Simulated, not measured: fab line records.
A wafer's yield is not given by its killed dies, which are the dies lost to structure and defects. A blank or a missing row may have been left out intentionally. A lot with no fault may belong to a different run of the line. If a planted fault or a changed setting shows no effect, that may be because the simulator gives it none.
Matching of chambers ; flow n5_finfet ; uv_cure-01 running N5_BEOL_M6_CURE_75: 3 sister chambers
The step cures SiCOH lowk, time 120 s. 6 wafers are shown with their chamber, then 12 later ones without.

== WAFERS WITH THEIR CHAMBER ==
wafer;chamber;wafer_temp_C_max;lamp_power_pct (%)
L076.3;2;371.3;52.34
L076.5;2;373.3;52.22
L084.2;1;371.2;52.35
L084.4;1;371.3;52.31
L087.4;0;371.9;52.32
L087.5;0;372.8;52.29

== WAFERS WITHOUT THEIR CHAMBER ==
wafer;wafer_temp_C_max;lamp_power_pct (%)
L087.2;371.4;52.23
L087.3;373.1;52.25
L087.6;372.3;52.38
L091.1;371.8;52.25
L091.3;372.5;52.33
L091.5;372.4;52.37
L094.1;371.8;52.39
L094.5;372.4;52.30
L094.6;372.5;52.34
L095.1;372.6;52.40
L095.2;372.3;52.25
L095.4;372.6;52.31

== WHICH CHAMBER EACH WENT THROUGH ==
wafer;from the rows above;in truth
L087.2;can't be placed: 2 or 0 or 1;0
L087.3;can't be placed: 2 or 0 or 1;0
L087.6;can't be placed: 0 or 1 or 2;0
L091.1;can't be placed: 2 or 0 or 1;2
L091.3;can't be placed: 0 or 2 or 1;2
L091.5;can't be placed: 0 or 1 or 2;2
L094.1;can't be placed: 1 or 0 or 2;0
L094.5;can't be placed: 0 or 2 or 1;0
L094.6;can't be placed: 0 or 2 or 1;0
L095.1;can't be placed: 0 or 1 or 2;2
L095.2;can't be placed: 2 or 0 or 1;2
L095.4;can't be placed: 0 or 2 or 1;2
Placed correctly: 0 of 12. These rows do not allow placing 12 (true chamber among the candidates in 12). Placed wrongly: 0.
How it was worked out, from the rows above alone: a wafer's distance from a chamber is the root of the sum, over the readings, of the square of ((its reading less the chamber's mean) divided by the reading's scatter). If the next closest chamber is less than 2 further off than the closest, the wafer can't be placed; otherwise it belongs to the closest. Each chamber's mean is taken over the wafers shown for it. The scatter: the root of (the sum of the squares of (reading less its chamber's mean) over the shown wafers, divided by (wafers less chambers)).
